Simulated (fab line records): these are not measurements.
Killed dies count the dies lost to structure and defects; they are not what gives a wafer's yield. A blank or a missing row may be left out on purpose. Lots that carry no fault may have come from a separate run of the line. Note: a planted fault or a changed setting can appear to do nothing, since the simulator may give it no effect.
What tool caused it?    flow nand_harc    Sampling: 6 lots, 18 wafers, 4 of 1302 route steps

== WHAT THE GAUGES READ, wafer by wafer ==
NHARC_A_ONON_D1_THK_MEAS_02: measures by ellipsometry.
lot   measured      on             thk_nm (nm)
L797  day 8 04:54   film_metro-02  1000 1000 998
L799  day 8 18:28   film_metro-01  995 992 994
L801  day 9 13:37   film_metro-01  998 995 997
L803  day 10 11:31  film_metro-02  997 997 997
L809  day 13 00:16  film_metro-02  1007 1008 1005
L815  day 15 20:10  film_metro-02  1477 1011 1480

== TOOL THAT RAN EACH LOT (tool first, then ch and the chambers of the sampled wafers, then the start) ==
lot   NHARC_P_BONDPAD_ETCH_12                        NHARC_P_BONDPAD_PVD_27                   NHARC_A_ONON_D1_DEP_00
L797  rie_diel-04 ch 2,3, day 7 12:31 or earlier     pvd_sputter-03, day 7 12:31 or earlier   pecvd_onon-04 ch 0, day 8 04:31
L799  rie_diel-04 ch 1,2,3, day 8 05:20 or earlier   pvd_sputter-01, day 8 05:20 or earlier   pecvd_onon-04 ch 0, day 8 18:05
L801  rie_diel-11 ch 1,2,3, day 9 00:25 or earlier   pvd_sputter-01, day 9 00:25 or earlier   pecvd_onon-04 ch 0, day 9 13:09
L803  rie_diel-11 ch 0,1,3, day 9 21:50 or earlier   pvd_sputter-02, day 9 21:50 or earlier   pecvd_onon-01 ch 0, day 10 11:01
L809  rie_diel-04 ch 0,1,2, day 12 11:05 or earlier  pvd_sputter-01, day 12 11:05 or earlier  pecvd_onon-01 ch 0, day 12 23:52
L815  rie_diel-11 ch 0,1, day 15 07:03 or earlier    pvd_sputter-01, day 15 07:03 or earlier  pecvd_onon-04 ch 0, day 15 19:49
- NHARC_P_BONDPAD_ETCH_12: etches the open film in CHF3/O2, target depth 200 nm, time 100 s.
- NHARC_P_BONDPAD_PVD_27: deposits Cu, target thk 30 nm, time 20.49 s.
- NHARC_A_ONON_D1_DEP_00: target thk 1000 nm.

== THE ANSWER, worked out from the rows above alone ==
Rule: the lots themselves supply what counts as usual. Put in order of their means at a reading, lots are off if they are a third of the lots or fewer, leave a main group of 4 or more, and stand apart from it by a gap of 3 or more times the standard deviation of the main group's means; of several such gaps the widest counts. A main group whose means are all the same, to the digits that the tables above print for the reading, isn't used. A lot without any number at a reading at which 4 lots or more have one is off too. Any other lot the step has rows for is counted as sound.
Off: L815, at NHARC_A_ONON_D1_THK_MEAS_02 (thk_nm). The main group has a mean of 999 nm with a standard deviation of 4.4.
A tool fits if, at a process step before that reading, it ran every lot that is off, and no sound lot after the first of them. Those tools and the gauges at NHARC_A_ONON_D1_THK_MEAS_02 are tried in the same way. NHARC_P_BONDPAD_ETCH_12: start missing for some lots; hours and lot order therefore follow NHARC_A_SOURCE_PLATE_THK_MEAS_09. NHARC_P_BONDPAD_PVD_27: start missing for some lots; hours and lot order therefore follow NHARC_A_SOURCE_PLATE_THK_MEAS_09. Can't be told from this: 4 tools fit, rie_diel-11 at NHARC_P_BONDPAD_ETCH_12, pvd_sputter-01 at NHARC_P_BONDPAD_PVD_27, pecvd_onon-04 at NHARC_A_ONON_D1_DEP_00, film_metro-02 at NHARC_A_ONON_D1_THK_MEAS_02.

== WHAT THE SIMULATOR HAD INSERTED ==
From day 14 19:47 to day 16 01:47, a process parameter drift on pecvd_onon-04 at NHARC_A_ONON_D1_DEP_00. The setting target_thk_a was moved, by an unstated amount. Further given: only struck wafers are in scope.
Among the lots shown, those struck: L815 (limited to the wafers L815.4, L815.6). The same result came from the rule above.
